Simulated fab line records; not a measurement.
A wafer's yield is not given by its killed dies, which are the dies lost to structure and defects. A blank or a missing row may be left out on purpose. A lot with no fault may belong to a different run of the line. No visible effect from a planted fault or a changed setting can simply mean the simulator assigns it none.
The tool behind it: which one? | flow n5 finfet | 24 lots with 72 wafers sampled at 5 steps, on a route of 1938 steps

== WHAT THE GAUGES SHOWED, per wafer ==
N5_BEOL_M8_CD_MEAS_35: the cd target is 40 nm.
lot  | measured     | on        | cd nm (nm)
L075 | day 9 18:28  | cd sem-01 | 39.2 39.5 39.4
L074 | day 9 18:50  | cd sem-02 | 39.3 40.2 38.9
L076 | day 9 20:59  | cd sem-03 | 40.0 40.4 40.6
L077 | day 10 15:43 | cd sem-01 | 38.9 39.5 38.4
L078 | day 10 16:17 | cd sem-03 | 38.8 40.2 40.4
L079 | day 10 18:56 | cd sem-03 | 39.9 39.1 40.1
L080 | day 11 01:33 | cd sem-01 | 41.6 41.0 40.9
L082 | day 11 11:20 | cd sem-01 | 40.1 39.6 39.2
L081 | day 11 11:54 | cd sem-02 | 39.5 39.0 39.9
L084 | day 11 14:32 | cd sem-02 | 39.7 39.4 39.6
L083 | day 11 14:46 | cd sem-01 | 39.6 40.8 40.2
L085 | day 12 12:23 | cd sem-02 | 40.2 40.1 39.5
L086 | day 12 18:02 | cd sem-02 | 40.1 39.9 39.7
L087 | day 13 01:10 | cd sem-03 | 40.8 38.8 38.8
L088 | day 13 03:33 | cd sem-01 | 40.5 38.9 40.8
L089 | day 13 12:04 | cd sem-03 | 39.9 39.1 40.3
L090 | day 13 22:46 | cd sem-02 | 40.6 40.3 39.8
L091 | day 14 00:56 | cd sem-01 | 39.2 40.6 40.0
L092 | day 14 09:58 | cd sem-03 | 39.9 38.9 38.3
L093 | day 14 19:16 | cd sem-02 | 39.3 38.9 39.0
L094 | day 14 19:20 | cd sem-02 | 40.7 40.2 39.6
L095 | day 15 06:42 | cd sem-01 | 39.7 39.8 40.6
L097 | day 15 10:11 | cd sem-02 | 39.6 39.4 40.0
L096 | day 15 10:17 | cd sem-03 | 39.6 39.6 39.1

N5_BEOL_M9_CD_MEAS_18: pitch 140 nm, target cd 70 nm.
lot  | measured     | on        | cd nm (nm)
L075 | day 10 01:37 | cd sem-02 | 69.3 69.1 69.9
L074 | day 10 02:05 | cd sem-02 | 69.7 69.4 69.1
L076 | day 10 02:31 | cd sem-03 | 69.8 67.9 70.1
L077 | day 10 20:26 | cd sem-02 | 68.7 71.1 69.2
L078 | day 11 00:06 | cd sem-01 | 70.9 70.4 68.9
L079 | day 11 01:05 | cd sem-03 | 69.8 69.5 69.3
L080 | day 11 08:51 | cd sem-02 | 68.9 69.3 69.2
L082 | day 11 16:17 | cd sem-02 | 69.5 70.1 69.6
L081 | day 11 17:45 | cd sem-03 | 71.1 70.8 71.2
L084 | day 11 20:18 | cd sem-02 | 71.0 70.2 70.3
L083 | day 11 20:09 | cd sem-01 | 69.5 69.7 68.8
L085 | day 12 19:08 | cd sem-03 | 69.7 71.0 69.6
L086 | day 13 00:18 | cd sem-01 | 71.0 69.9 71.3
L087 | day 13 10:21 | cd sem-01 | 70.6 70.6 70.1
L088 | day 13 10:36 | cd sem-01 | 70.1 70.4 69.9
L089 | day 13 19:44 | cd sem-02 | 69.9 68.6 68.7
L090 | day 14 05:38 | cd sem-02 | 69.5 70.6 70.3
L091 | day 14 07:38 | cd sem-02 | 71.1 69.0 69.6
L092 | day 14 16:58 | cd sem-01 | 68.5 69.3 69.5
L093 | day 15 02:29 | cd sem-03 | 69.8 69.8 69.6
L094 | day 15 02:46 | cd sem-02 | 69.0 70.4 69.6
L095 | day 15 14:37 | cd sem-03 | 69.0 69.7 70.1
L097 | day 15 15:43 | cd sem-03 | 70.1 68.8 68.8
L096 | day 15 16:59 | cd sem-03 | 71.0 68.3 69.5

N5_BEOL_M9_OVL_MEAS_29.
lot  | measured     | on         | V8_OVL (nm)
L075 | day 10 04:07 | overlay-02 | 0.6 0.7 0.3
L074 | day 10 04:10 | overlay-02 | 1.0 0.9 0.6
L076 | day 10 04:20 | overlay-02 | -0.5 0.0 -0.5
L077 | day 10 23:16 | overlay-01 | 0.1 -0.1 1.1
L078 | day 11 00:35 | overlay-01 | -0.7 -0.4 -0.7
L079 | day 11 01:32 | overlay-02 | 1.0 0.8 0.2
L080 | day 11 10:37 | overlay-02 | 0.8 -0.7 -0.5
L082 | day 11 18:11 | overlay-01 | 0.8 0.4 0.9
L081 | day 11 18:14 | overlay-01 | 0.6 0.9 1.0
L084 | day 11 22:56 | overlay-02 | 0.0 -0.3 -0.7
L083 | day 11 22:45 | overlay-01 | -0.6 -1.0 0.0
L085 | day 12 20:16 | overlay-01 | 0.3 0.9 -1.3
L086 | day 13 00:40 | overlay-02 | -0.3 -0.4 -1.1
L087 | day 13 11:23 | overlay-02 | -0.5 -0.7 -0.1
L088 | day 13 11:26 | overlay-01 | -0.3 -0.5 0.6
L089 | day 13 21:35 | overlay-02 | -0.2 -0.3 -0.7
L090 | day 14 08:04 | overlay-01 | 1.4 1.4 0.9
L091 | day 14 08:14 | overlay-02 | -0.7 -0.8 -1.3
L092 | day 14 18:14 | overlay-02 | -0.6 -0.9 -0.6
L093 | day 15 02:49 | overlay-02 | 0.6 0.1 0.4
L094 | day 15 05:34 | overlay-01 | -0.7 -0.1 0.6
L095 | day 15 15:25 | overlay-01 | -1.5 -0.6 -1.0
L097 | day 15 16:13 | overlay-01 | -0.7 0.4 -0.4
L096 | day 15 17:57 | overlay-01 | 0.0 -0.5 -0.6

== TOOL THAT RAN EACH LOT (tool first, then ch and the chambers of the sampled wafers, then the start) ==
lot  | N5_BEOL_M8_STRIP_80                           | N5_BEOL_M9_ETCH_61
L075 | rie diel-05 ch 0,1,3, day 9 18:28 or earlier  | rie diel-06 ch 1,2, day 10 01:05
L074 | rie diel-04 ch 0,2, day 9 18:50 or earlier    | rie diel-03 ch 0,1, day 10 01:37
L076 | rie diel-05 ch 0,1, day 9 20:59 or earlier    | rie diel-06 ch 0,1, day 10 02:05
L077 | rie diel-04 ch 0,3, day 10 15:43 or earlier   | rie diel-06 ch 0,1,3, day 10 20:01
L078 | rie diel-05 ch 0,1,3, day 10 16:17 or earlier | rie diel-02 ch 0,2,3, day 10 23:29
L079 | rie diel-04 ch 0,2,3, day 10 18:56 or earlier | rie diel-03 ch 2,3, day 11 00:35
L080 | rie diel-04 ch 1,3, day 11 01:33 or earlier   | rie diel-03 ch 0,2, day 11 08:26
L082 | rie diel-05 ch 1,2,3, day 11 11:20 or earlier | rie diel-03 ch 0,2,3, day 11 15:52
L081 | rie diel-04 ch 1,3, day 11 11:54 or earlier   | rie diel-03 ch 0,3, day 11 17:17
L084 | rie diel-04 ch 0,2,3, day 11 14:32 or earlier | rie diel-03 ch 1,2,3, day 11 19:53
L083 | rie diel-05 ch 1,2,3, day 11 14:46 or earlier | rie diel-03 ch 0,1,2, day 11 19:38
L085 | rie diel-05 ch 0,1, day 12 12:23 or earlier   | rie diel-06 ch 1,2,3, day 12 18:43
L086 | rie diel-05 ch 0,1,2, day 12 18:02 or earlier | rie diel-03 ch 2,3, day 12 23:53
L087 | rie diel-05 ch 0,2,3, day 13 01:10 or earlier | rie diel-02 ch 0,2,3, day 13 09:56
L088 | rie diel-04 ch 0,3, day 13 03:33 or earlier   | rie diel-02 ch 0,2,3, day 13 10:11
L089 | rie diel-01 ch 1,2,3, day 13 12:04 or earlier | rie diel-02 ch 0,1, day 13 19:17
L090 | rie diel-01 ch 0,3, day 13 22:46 or earlier   | rie diel-02 ch 1,2,3, day 14 05:14
L091 | rie diel-01 ch 1,2,3, day 14 00:56 or earlier | rie diel-06 ch 0,1, day 14 07:13
L092 | rie diel-04 ch 0,1, day 14 09:58 or earlier   | rie diel-06 ch 1,3, day 14 16:32
L093 | rie diel-05 ch 0,1,3, day 14 19:16 or earlier | rie diel-02 ch 0,2,3, day 15 02:03
L094 | rie diel-04 ch 1,2, day 14 19:20 or earlier   | rie diel-03 ch 2,3, day 15 02:07
L095 | rie diel-04 ch 0,3, day 15 06:42 or earlier   | rie diel-03 ch 0,2,3, day 15 14:06
L097 | rie diel-05 ch 1,2,3, day 15 10:11 or earlier | rie diel-02 ch 0,1,2, day 15 15:11
L096 | rie diel-04 ch 1,2, day 15 10:17 or earlier   | rie diel-03 ch 0,2,3, day 15 16:18
- N5_BEOL_M8_STRIP_80: strips in N2/H2, time 10 s.
- N5_BEOL_M9_ETCH_61: etches SiARC in CF4, target depth 39 nm, time 65 s.

== WHAT THE TOOLS THEMSELVES READ (means of the sampled wafers that have a number; where no wafer has one, the mark that the record gives instead) ==
N5_BEOL_M8_STRIP_80.
lot  | tool        | drypump motor current A (A) | oes product au (a.u.) | rf vpp V (V) | showerhead plenum p Torr (Torr) | temp c (C) | throttle valve pct (%)
L075 | rie diel-05 | 5.1                         | 0.73                  | 59.6         | 2.50                            | 40.08      | 23.6
L074 | rie diel-04 | 5.9                         | 0.83                  | 59.2         | 2.58                            | 40.01      | 23.3
L076 | rie diel-05 | 5.4                         | 0.75                  | 59.0         | 2.45                            | 39.95      | 23.6
L077 | rie diel-04 | 5.7                         | 0.88                  | 58.5         | 2.60                            | 40.05      | 23.2
L078 | rie diel-05 | 5.1                         | 0.72                  | 59.6         | 2.49                            | 40.13      | 23.6
L079 | rie diel-04 | 5.6                         | 0.90                  | 59.1         | 2.59                            | 39.99      | 23.3
L080 | rie diel-04 | 5.3                         | 0.91                  | 59.0         | 2.65                            | 40.07      | 23.4
L082 | rie diel-05 | 5.4                         | 0.74                  | 59.1         | 2.46                            | 40.03      | 23.7
L081 | rie diel-04 | 5.4                         | 0.93                  | 59.6         | 2.68                            | 40.07      | 23.5
L084 | rie diel-04 | 5.6                         | 0.89                  | 59.0         | 2.58                            | 40.12      | 23.3
L083 | rie diel-05 | 5.4                         | 0.74                  | 58.8         | 2.46                            | 40.06      | 23.7
L085 | rie diel-05 | 5.4                         | 0.73                  | 59.0         | 2.44                            | 40.04      | 23.7
L086 | rie diel-05 | 5.4                         | 0.73                  | 57.8         | 2.40                            | 40.17      | 24.0
L087 | rie diel-05 | 5.2                         | 0.80                  | 58.8         | 2.45                            | 39.95      | 23.8
L088 | rie diel-04 | 5.4                         | 0.84                  | 58.5         | 2.59                            | 39.96      | 23.2
L089 | rie diel-01 | 5.5                         | 0.73                  | 59.5         | 2.56                            | 40.05      | 23.6
L090 | rie diel-01 | 6.0                         | 0.79                  | 58.8         | 2.50                            | 40.07      | 23.6
L091 | rie diel-01 | 5.5                         | 0.73                  | 60.1         | 2.55                            | 40.03      | 23.6
L092 | rie diel-04 | 5.7                         | 0.88                  | 59.6         | 2.66                            | 40.03      | 23.6
L093 | rie diel-05 | 5.1                         | 0.78                  | 58.8         | 2.48                            | 39.93      | 23.5
L094 | rie diel-04 | 5.7                         | 0.88                  | 59.6         | 2.60                            | 39.91      | 23.6
L095 | rie diel-04 | 5.3                         | 0.82                  | 58.7         | 2.58                            | 40.09      | 23.3
L097 | rie diel-05 | 5.4                         | 0.78                  | 59.2         | 2.45                            | 40.04      | 23.7
L096 | rie diel-04 | 5.6                         | 0.88                  | 58.1         | 2.66                            | 39.91      | 23.7

N5_BEOL_M9_ETCH_61.
lot  | tool        | drypump motor current A (A) | etch rf on time s (s) | mfc ar sccm (sccm) | oes product au (a.u.) | rf vpp V (V) | showerhead plenum p Torr (Torr) | throttle valve pct (%)
L075 | rie diel-06 | 5.4                         | 66.9                  | 100.08             | 0.68                  | 184.3        | 2.13                            | 15.8
L074 | rie diel-03 | 6.0                         | 65.2                  | 99.64              | 0.75                  | 183.2        | 2.07                            | 15.3
L076 | rie diel-06 | 5.9                         | 61.8                  | 99.91              | 0.74                  | 183.9        | 2.15                            | 15.7
L077 | rie diel-06 | 5.6                         | 63.2                  | 99.68              | 0.74                  | 184.8        | 2.17                            | 15.5
L078 | rie diel-02 | 5.8                         | 64.5                  | 100.06             | 0.70                  | 185.0        | 2.14                            | 15.5
L079 | rie diel-03 | 6.3                         | 68.1                  | 100.01             | 0.69                  | 184.4        | 2.19                            | 15.6
L080 | rie diel-03 | 6.3                         | 66.8                  | 99.84              | 0.77                  | 184.6        | 2.11                            | 15.1
L082 | rie diel-03 | 6.2                         | 68.1                  | 100.00             | 0.70                  | 184.5        | 2.15                            | 15.4
L081 | rie diel-03 | 5.9                         | 68.5                  | 99.91              | 0.63                  | 184.2        | 2.16                            | 15.6
L084 | rie diel-03 | 6.0                         | 67.4                  | 100.17             | 0.64                  | 184.2        | 2.15                            | 15.8
L083 | rie diel-03 | 6.2                         | 65.8                  | 100.15             | 0.72                  | 183.9        | 2.10                            | 15.5
L085 | rie diel-06 | 5.4                         | 66.3                  | 99.95              | 0.69                  | 183.2        | 2.16                            | 15.6
L086 | rie diel-03 | 6.0                         | 68.1                  | 99.96              | 0.61                  | 184.4        | 2.19                            | 15.7
L087 | rie diel-02 | 5.9                         | 65.5                  | 100.08             | 0.67                  | 183.7        | 2.13                            | 15.6
L088 | rie diel-02 | 5.9                         | 65.8                  | 99.97              | 0.67                  | 183.6        | 2.13                            | 15.6
L089 | rie diel-02 | 6.4                         | 67.4                  | 99.68              | 0.59                  | 185.6        | 2.19                            | 15.6
L090 | rie diel-02 | 6.0                         | 67.2                  | 99.65              | 0.69                  | 183.4        | 2.11                            | 15.5
L091 | rie diel-06 | 5.7                         | 62.6                  | 100.29             | 0.73                  | 183.5        | 2.11                            | 15.6
L092 | rie diel-06 | 5.5                         | 63.0                  | 99.76              | 0.74                  | 184.7        | 2.14                            | 15.4
L093 | rie diel-02 | 5.9                         | 66.0                  | 100.04             | 0.73                  | 184.1        | 2.13                            | 15.4
L094 | rie diel-03 | 6.0                         | 66.6                  | 100.06             | 0.76                  | 183.7        | 2.18                            | 15.5
L095 | rie diel-03 | 6.2                         | 66.8                  | 100.00             | 0.74                  | 184.1        | 2.14                            | 15.3
L097 | rie diel-02 | 6.3                         | 67.0                  | 100.01             | 0.71                  | 184.4        | 2.15                            | 15.4
L096 | rie diel-03 | 6.2                         | 66.2                  | 100.03             | 0.74                  | 183.5        | 2.14                            | 15.3

== THE ANSWER, worked out from the rows above alone ==
Rule: the lots themselves supply what counts as usual. The widest of any qualifying gaps counts: lots, ordered by their means at a reading, are off when they make up no more than a third of the lots, leave a main group of 4 or more, and stand apart from it by 3 or more times the standard deviation of that group's means. A main group is skipped when, at the precision printed for the reading in the tables above, its means are all equal. A lot without any number at a reading at which 4 lots or more have one is off too. Where the step has rows for the other lots, those lots are counted as sound. The gauges are gone through in route order, then the tools' own readings, and for those a lot's mean is taken as printed above. At the first step where some lot is off, the reading lying furthest off is the one used; lots without a number count as furthest.
None of the lots is off at any reading shown; this tells nothing.

== WHAT THE SIMULATOR HAD PUT IN ==
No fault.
